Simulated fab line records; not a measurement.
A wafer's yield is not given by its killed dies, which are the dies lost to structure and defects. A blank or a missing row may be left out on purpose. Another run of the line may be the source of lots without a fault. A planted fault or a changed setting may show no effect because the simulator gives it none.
A lot that was struck, set against a sound lot    flow n5Finfet    16 out of 1938 route steps
Sound: wafers L268.1, L268.4, L268.6. Struck: wafer L275.4. (L275.1 of the same lot was not struck and is left out.) The cause comes at the end.
Order at every step that has rows: each side's tool, ch and its chambers, its first start. Under that, the readings that differ: sound wafers    struck wafers    difference of the means    sigmas: that difference in standard deviations of wafers without a fault.
alike: readings whose means differ by less than 2 such deviations, and words and numbers that are the same on both sides. not compared: withheld readings, readings that some wafer has no value for, bounds like >300 that may hide the same value, and numbers for which the record gives no deviation and whose values overlap.
The two part at a step that has a row with sigmas, a row that says differs or no value, or rows on one side only. Non-overlapping numbers with no deviation appear without sigmas and do not part them. A reading missing from all wafers of one side parts the sides only when that side holds two or more wafers.

first, 6 steps without rows for these wafers: N5_BEOL_M2_COAT_22 (resist thk 30 nm); N5_BEOL_M2_EBR_24; N5_BEOL_M2_SOFTBAKE_23 (time 60 s); N5_BEOL_M2_EXPOSE_25 (exposes mask V1, defocus 5 nm); N5_BEOL_M2_PEB_26 (peb time 60 s); N5_BEOL_M2_DEVELOP_27 (develop time 30 s).
N5_BEOL_M2_CD_MEAS_28: target cd 26.2 nm, target cd y 24.1 nm.
  sound on cdSem-01 ch 0, day 11 13:50; struck on cdSem-01 ch 0, day 8 21:29
reading    sound              struck  difference  sigmas
cdNm (nm)  25.98 25.95 26.22  26.57   +0.52       +2
N5_BEOL_M2_OVL_MEAS_29:
  sound on overlay-01 ch 0, day 11 13:52; struck on overlay-01 ch 0, day 8 21:31
  alike: V1_OVL
N5_BEOL_M2_INSPECT_30: inspects for defects (brightfield).
  sound: defectInspect-02 at day 11 13:56; struck: defectInspect-01 at day 8 21:34
  alike: rawDefectCount
N5_BEOL_M2_DESCUM_33: chemistry O2, time 7 s.
  sound on rieDiel-01 ch 0,3, day 11 14:00; struck on rieDiel-06 ch 2, day 8 21:36
  alike: drypumpMotorCurrentA, oesProductAu, rfVppV, showerheadPlenumPTorr, tempC, throttleValvePct
  not compared: rfHoursCounterH
N5_BEOL_M2_ETCH_77: etches underlayer in N2/H2, target depth 6.5 nm, time 5.2 s.
  sound on rieDiel-01 ch 0,3, day 11 14:02; struck on rieDiel-06 ch 2, day 8 21:38
  alike: drypumpMotorCurrentA, etchRfOnTimeS, oesProductAu, rfVppV, showerheadPlenumPTorr, throttleValvePct
  not compared: rfHoursCounterH
N5_BEOL_M2_ETCH_69: etches SiARC in CF4, target depth 15.6 nm, time 26 s.
  sound on rieDiel-01 ch 0,3, day 11 14:03; struck on rieDiel-06 ch 2, day 8 21:39
reading     sound              struck  difference  sigmas
rfVppV (V)  183.1 186.2 183.0  186.2   +2.1        +2
  alike: drypumpMotorCurrentA, etchRfOnTimeS, oesProductAu, showerheadPlenumPTorr, throttleValvePct
  not compared: rfHoursCounterH
N5_BEOL_M2_ALD_98: deposits SiO2, target thk 2.5 nm, pulse time 1 s, co reactant pulse time 1 s.
  sound on aldSin-02 ch 0,3, day 11 14:08; struck on aldSin-01 ch 2, day 8 22:07
reading                                  sound        struck  difference  sigmas
aldCycles                                17 17 17     8       -9          
model.SiO2_of_BEOL_M2_ALD_98.thkNm (nm)  2.6 2.4 2.6  1.2     -1.3        
  alike: heaterPowerW, precursorPulseHeightRel
N5_BEOL_M2_ETCHBACK_99: etches SiO2 in CHF3, target depth 5 nm, time 10.4 s.
  sound on rieDiel-01 ch 0,3, day 12 09:15; struck on rieDiel-06 ch 2, day 9 00:26
  alike: drypumpMotorCurrentA, oesProductAu, rfVppV, showerheadPlenumPTorr, throttleValvePct
  not compared: rfHoursCounterH
N5_BEOL_M4_RC_MEAS_101:
  sound on prober-02 ch 0, day 13 19:34; struck on prober-02 ch 0, day 10 04:43
reading        sound           struck  difference  sigmas
SS_N (mV/dec)  70.4 70.9 70.9  72.1    +1.4        +2
  alike: DIBL_N, DIBL_P, IOFF_N, IOFF_P, ION_N, ION_P, SS_P, VT_N, VT_P
N5_PASSIVATION_PROBE_49:
  rows exist in the record for the sound wafers here (prober-01, day 18 00:04), none for the struck ones

WHERE THEY PART
First at N5_BEOL_M2_CD_MEAS_28; last, within this record, at N5_PASSIVATION_PROBE_49.

WHY: whatever the simulator had introduced
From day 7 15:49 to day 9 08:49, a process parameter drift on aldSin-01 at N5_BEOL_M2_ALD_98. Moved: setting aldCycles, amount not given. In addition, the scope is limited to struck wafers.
